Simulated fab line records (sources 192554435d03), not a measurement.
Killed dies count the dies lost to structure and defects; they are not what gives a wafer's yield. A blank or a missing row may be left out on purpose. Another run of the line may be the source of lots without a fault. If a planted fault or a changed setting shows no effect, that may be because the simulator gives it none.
Chamber matching / flow n5_finfet / N5_BEOL_M11_STRIP_36 on rie_diel-04 has 4 sister chambers
The step strips in N2/H2. 8 wafers are shown with their chamber, then 10 later ones without.

## WAFERS WITH THEIR CHAMBER
wafer=L082.5; chamber=0; drypump_motor_current_A (A)=6.1; throttle_valve_pct (%)=23.39
wafer=L083.1; chamber=3; drypump_motor_current_A (A)=5.4; throttle_valve_pct (%)=23.98
wafer=L083.3; chamber=1; drypump_motor_current_A (A)=6.3; throttle_valve_pct (%)=23.33
wafer=L090.2; chamber=3; drypump_motor_current_A (A)=5.3; throttle_valve_pct (%)=24.01
wafer=L090.4; chamber=2; drypump_motor_current_A (A)=6.4; throttle_valve_pct (%)=23.65
wafer=L090.6; chamber=2; drypump_motor_current_A (A)=6.4; throttle_valve_pct (%)=23.68
wafer=L087.1; chamber=1; drypump_motor_current_A (A)=6.4; throttle_valve_pct (%)=23.32
wafer=L087.4; chamber=0; drypump_motor_current_A (A)=6.1; throttle_valve_pct (%)=23.38

## WAFERS MISSING THEIR CHAMBER
wafer=L087.5; drypump_motor_current_A (A)=6.1; throttle_valve_pct (%)=23.42
wafer=L089.1; drypump_motor_current_A (A)=6.1; throttle_valve_pct (%)=23.40
wafer=L089.3; drypump_motor_current_A (A)=6.3; throttle_valve_pct (%)=23.37
wafer=L089.5; drypump_motor_current_A (A)=6.1; throttle_valve_pct (%)=23.41
wafer=L092.4; drypump_motor_current_A (A)=6.4; throttle_valve_pct (%)=23.34
wafer=L092.5; drypump_motor_current_A (A)=5.3; throttle_valve_pct (%)=24.00
wafer=L092.6; drypump_motor_current_A (A)=6.1; throttle_valve_pct (%)=23.42
wafer=L094.2; drypump_motor_current_A (A)=6.3; throttle_valve_pct (%)=23.35
wafer=L094.4; drypump_motor_current_A (A)=5.3; throttle_valve_pct (%)=23.98
wafer=L094.6; drypump_motor_current_A (A)=6.3; throttle_valve_pct (%)=23.37

## CHAMBER TAKEN BY EACH
wafer=L087.5; from the rows above=0; in truth=0
wafer=L089.1; from the rows above=0; in truth=0
wafer=L089.3; from the rows above=can't be placed: 1 or 0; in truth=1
wafer=L089.5; from the rows above=0; in truth=0
wafer=L092.4; from the rows above=1; in truth=1
wafer=L092.5; from the rows above=3; in truth=3
wafer=L092.6; from the rows above=0; in truth=0
wafer=L094.2; from the rows above=1; in truth=1
wafer=L094.4; from the rows above=3; in truth=3
wafer=L094.6; from the rows above=can't be placed: 1 or 0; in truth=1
8 of 10 placed correctly. These rows do not allow placing 2 (true chamber among the candidates in 2). Number placed wrongly: 0.
How it was worked out, from the rows above alone: a wafer's distance from a chamber is the root of the sum, over the readings, of the square of ((its reading less the chamber's mean) divided by the reading's scatter). If the next closest chamber is less than 2 further off than the closest, the wafer can't be placed; otherwise it belongs to the closest. For every chamber, the mean is computed from those of its wafers that are shown. The scatter is the square root of a quotient: the sum, over the shown wafers, of each reading's squared deviation from its chamber's mean, divided by wafers minus chambers.
